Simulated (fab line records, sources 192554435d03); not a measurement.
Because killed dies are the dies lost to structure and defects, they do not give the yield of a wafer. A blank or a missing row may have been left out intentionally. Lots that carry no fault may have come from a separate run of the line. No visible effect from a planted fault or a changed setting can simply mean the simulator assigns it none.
Matching of chambers :: flow n5Finfet :: 3 sister chambers for N5_BEOL_M4_DEP_57 on pecvd-04
The step deposits SiCN from 3MS/NH3, target thk 8 nm, time 14 s. 3 wafers are shown with their chamber, then 7 later ones without.

WAFERS PAIRED WITH THEIR CHAMBERS
wafer: L092.2
chamber: 2
showerheadPlenumPTorr (Torr): 3.672

wafer: L097.2
chamber: 1
showerheadPlenumPTorr (Torr): 3.651

wafer: L097.4
chamber: 0
showerheadPlenumPTorr (Torr): 3.637

WAFERS WHOSE CHAMBER IS MISSING
wafer: L097.6
showerheadPlenumPTorr (Torr): 3.651

wafer: L093.1
showerheadPlenumPTorr (Torr): 3.668

wafer: L093.2
showerheadPlenumPTorr (Torr): 3.635

wafer: L093.4
showerheadPlenumPTorr (Torr): 3.639

wafer: L095.3
showerheadPlenumPTorr (Torr): 3.671

wafer: L095.4
showerheadPlenumPTorr (Torr): 3.631

wafer: L095.5
showerheadPlenumPTorr (Torr): 3.666

CHAMBER TAKEN BY EACH
wafer: L097.6
from the rows above: 1
in truth: 1

wafer: L093.1
from the rows above: 2
in truth: 2

wafer: L093.2
from the rows above: 0
in truth: 0

wafer: L093.4
from the rows above: 0
in truth: 0

wafer: L095.3
from the rows above: 2
in truth: 2

wafer: L095.4
from the rows above: 0
in truth: 0

wafer: L095.5
from the rows above: 2
in truth: 2
Correctly placed: 7 of 7. Not placeable from these rows: 0. Placed wrongly: 0.
How it was worked out, from the rows above alone: a wafer's distance from a chamber is the root of the sum, over the readings, of the square of ((its reading less the chamber's mean) divided by the reading's scatter). If the next closest chamber is less than 2 further off than the closest, the wafer can't be placed; otherwise it belongs to the closest. For every chamber, the mean is computed from those of its wafers that are shown. The scatter (one wafer shown for each chamber): square how far every hidden wafer sits from the nearest shown wafer, average those squares and take the square root.
